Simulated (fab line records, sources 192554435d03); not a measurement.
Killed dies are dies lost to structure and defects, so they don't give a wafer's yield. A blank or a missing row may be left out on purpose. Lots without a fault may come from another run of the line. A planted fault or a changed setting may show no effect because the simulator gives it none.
A struck lot beside a sound one | flow n5_finfet | 44 steps out of a route of 1938
Sound: wafers L387.1, L387.4, L387.6. Struck: wafer L384.2. (L384.1, L384.5 of the same lot were not struck and are left out.) The cause comes at the end.
At each step with rows: each side's tool, then ch and its chambers, then its first start. Under that, the readings that differ: sound wafers | struck wafers | difference of the means | sigmas: that difference in standard deviations of wafers without a fault.
alike: readings whose means differ by less than 2 such deviations, and words and numbers that are the same on both sides. not compared: withheld readings, readings that some wafer has no value for, bounds like >300 that may hide the same value, and numbers for which the record gives no deviation and whose values overlap.
The two part at a step that has a row with sigmas, a row that says differs or no value, or rows on one side only. Numbers that don't overlap but have no deviation are shown without sigmas and don't part them. A reading that every wafer of one side lacks parts them only if that side has two wafers or more.

first, 1 step without rows for these wafers: N5_BEOL_M1_ANNEAL_95 (time 240 s).
N5_BEOL_M1_SPUTTER_96: material Cu, target thk 4.5 nm, time 8.29 s.
  sound on pvd_sputter-03, day 10 11:08; struck on pvd_sputter-02, day 9 17:16
  alike: throttle_valve_pct
then, 1 step without rows for these wafers: N5_BEOL_M1_ECD_50 (material Cu, target thk 300 nm).
N5_BEOL_M1_ANNEAL_51: time 90 s.
  sound on rtp_anneal-02 ch 0, day 10 11:42; struck on rtp_anneal-02 ch 0, day 9 17:28
  alike: wafer_temp_C_max
then, 1 step without rows for these wafers: N5_BEOL_M1_CMP_52 (polishes, stops on SiOC, t overpolish 6.8 s, target thk 40 nm).
N5_BEOL_M1_THK_MEAS_53: measures by xrf.
  sound on film_metro-02, day 10 12:17; struck on film_metro-01, day 9 18:04
  alike: M1_THK
then, 1 step without rows for these wafers: N5_BEOL_M1_PRE_CLEAN_60 (time 15 s).
N5_BEOL_M1_CO_CAP_55: material Co, precursor CCTBA/H2, target thk 2 nm, time 102.1 s.
  sound on cvd_co-01 ch 0,1,2, day 10 12:22; struck on cvd_co-02 ch 2, day 9 18:08
  alike: heater_power_w
then, 2 steps without rows for these wafers: N5_BEOL_M1_PRE_CLEAN_56 (time 15 s); N5_BEOL_M1_DEP_57 (deposits SiCN from 3MS/NH3, target thk 8 nm, time 14 s).
N5_BEOL_M1_RS_MEAS_58: measures by four-point-probe.
  sound on film_metro-01, day 10 12:33; struck on film_metro-02, day 9 18:19
  alike: M1_RS
N5_BEOL_M1_INSPECT_59: inspects for defects (darkfield).
  sound on defect_inspect-01, day 10 12:34; struck on defect_inspect-02, day 9 18:21
  alike: raw_defect_count
N5_BEOL_M2_ILD_DEP_00: deposits SiOC from DEMS/O2, target thk 79 nm, time 15.3 s.
  sound on pecvd-02 ch 0,1,2, day 10 12:37; struck on pecvd-04 ch 1, day 9 18:23
  reading                                      | sound        | struck | difference | sigmas
  model.SiOC_of_BEOL_M2_ILD_DEP_00.thk_nm (nm) | 78.2 79 79.6 | 51.8   | -27.1      |
  alike: heater_power_w, showerhead_plenum_p_Torr, throttle_valve_pct
N5_BEOL_M2_THK_MEAS_01:
  sound on film_metro-02, day 10 12:41; struck on film_metro-01, day 9 18:28
  reading         | sound          | struck | difference | sigmas
  M2_ILD_THK (nm) | 78.3 79.1 79.6 | 51.7   | -27.3      | -29
then, 11 steps without rows for these wafers: N5_BEOL_M2_PECVD_72 (deposits SiO2 from TEOS/O2, target thk 16 nm, time 18 s); N5_BEOL_M2_HM_DEP_02 (deposits TiN, target thk 20 nm); N5_BEOL_M2_COAT_61 (time 60 s, resist thk 60 nm); N5_BEOL_M2_COAT_62 (time 60 s, resist thk 12 nm); N5_BEOL_M2_COAT_73 (time 60 s, resist thk 5 nm); N5_BEOL_M2_COAT_05 (resist thk 30 nm); N5_BEOL_M2_EBR_07; N5_BEOL_M2_SOFTBAKE_06 (time 60 s); N5_BEOL_M2_EXPOSE_08 (exposes mask M2); N5_BEOL_M2_PEB_09 (peb time 60 s); N5_BEOL_M2_DEVELOP_10 (develop time 30 s).
N5_BEOL_M2_CD_MEAS_11: target cd 16.79 nm.
  sound on cd_sem-01 ch 0, day 10 13:55; struck on cd_sem-03 ch 0, day 9 19:49
  alike: cd_nm
N5_BEOL_M2_OVL_MEAS_12:
  sound on overlay-01 ch 0, day 10 13:57; struck on overlay-02 ch 0, day 9 19:51
  reading     | sound       | struck | difference | sigmas
  M2_OVL (nm) | 1.0 0.8 1.3 | -1.0   | -2.0       | -3
N5_BEOL_M2_INSPECT_13: inspects for defects (brightfield).
  sound on defect_inspect-02, day 10 14:01; struck on defect_inspect-01, day 9 19:54
  alike: raw_defect_count
then, 2 steps without rows for these wafers: N5_BEOL_M2_DESCUM_16 (chemistry O2, time 7 s); N5_BEOL_M2_ETCH_74 (etches underlayer in N2/H2, target depth 6.5 nm, time 5.2 s).
N5_BEOL_M2_ETCH_63: etches SiARC in CF4, target depth 15.6 nm, time 26 s.
  sound on rie_diel-04 ch 1,2,3, day 10 14:14; struck on rie_diel-05 ch 2, day 9 20:07
  reading               | sound          | struck | difference | sigmas
  etch_rf_on_time_s (s) | 25.5 25.1 26.2 | 26.5   | +0.9       | +2
  alike: drypump_motor_current_A, oes_product_au, rf_vpp_V, showerhead_plenum_p_Torr, throttle_valve_pct
  not compared: rf_hours_counter_h
then, 3 steps without rows for these wafers: N5_BEOL_M2_ETCH_64 (etches SOC in N2/H2, target depth 75 nm, overetch 22.5 nm, time 121.9 s); N5_BEOL_M2_STRIP_65 (strips in N2/H2); N5_BEOL_M2_STRIP_75 (strips in N2/H2).
N5_BEOL_M2_STRIP_66: strips in CF4.
  sound on rie_diel-04 ch 1,2,3, day 10 14:23; struck on rie_diel-05 ch 2, day 9 20:16
  reading                     | sound       | struck | difference | sigmas
  drypump_motor_current_A (A) | 5.7 5.7 5.6 | 6.6    | +0.9       | +2
  alike: oes_product_au, rf_vpp_V, showerhead_plenum_p_Torr, throttle_valve_pct
  not compared: rf_hours_counter_h
then, 2 steps without rows for these wafers: N5_BEOL_M2_HM_OPEN_17 (chemistry Cl2/BCl3, target TiN, target depth 20 nm, overetch 6 nm); N5_BEOL_M2_STRIP_19 (strips in O2).
N5_BEOL_M2_CD_MEAS_18: pitch 36 nm, target cd 18 nm.
  sound on cd_sem-02, day 10 14:37; struck on cd_sem-02, day 9 20:37
  alike: cd_nm
then, 4 steps without rows for these wafers: N5_BEOL_M2_COAT_67 (time 60 s, resist thk 60 nm); N5_BEOL_M2_COAT_68 (time 60 s, resist thk 12 nm); N5_BEOL_M2_COAT_76 (time 60 s, resist thk 5 nm); N5_BEOL_M2_COAT_22 (resist thk 30 nm).
N5_BEOL_M2_CMP_52: polishes, stops on SiOC, t overpolish 6.8 s, target thk 40 nm.
  sound on cmp-02 ch 2,3, day 10 20:23; struck on cmp-01 ch 1, day 10 04:50
  reading                                      | sound        | struck | difference | sigmas
  motor_current_A (A)                          | 5.3 6.5 6.5  | 7.7    | +1.6       | +2
  model.SiOC_of_BEOL_M2_ILD_DEP_00.thk_nm (nm) | 75.2 76 76.6 | 48.8   | -27.1      |
  alike: platen_rpm
N5_BEOL_M4_RC_MEAS_101:
  the record has rows for the sound wafers here (prober-01 ch 0, day 11 16:34) and none for the struck ones

WHERE THEY PART
First at N5_BEOL_M2_THK_MEAS_01; last, within this record, at N5_BEOL_M4_RC_MEAS_101.

WHY: what the simulator had put in
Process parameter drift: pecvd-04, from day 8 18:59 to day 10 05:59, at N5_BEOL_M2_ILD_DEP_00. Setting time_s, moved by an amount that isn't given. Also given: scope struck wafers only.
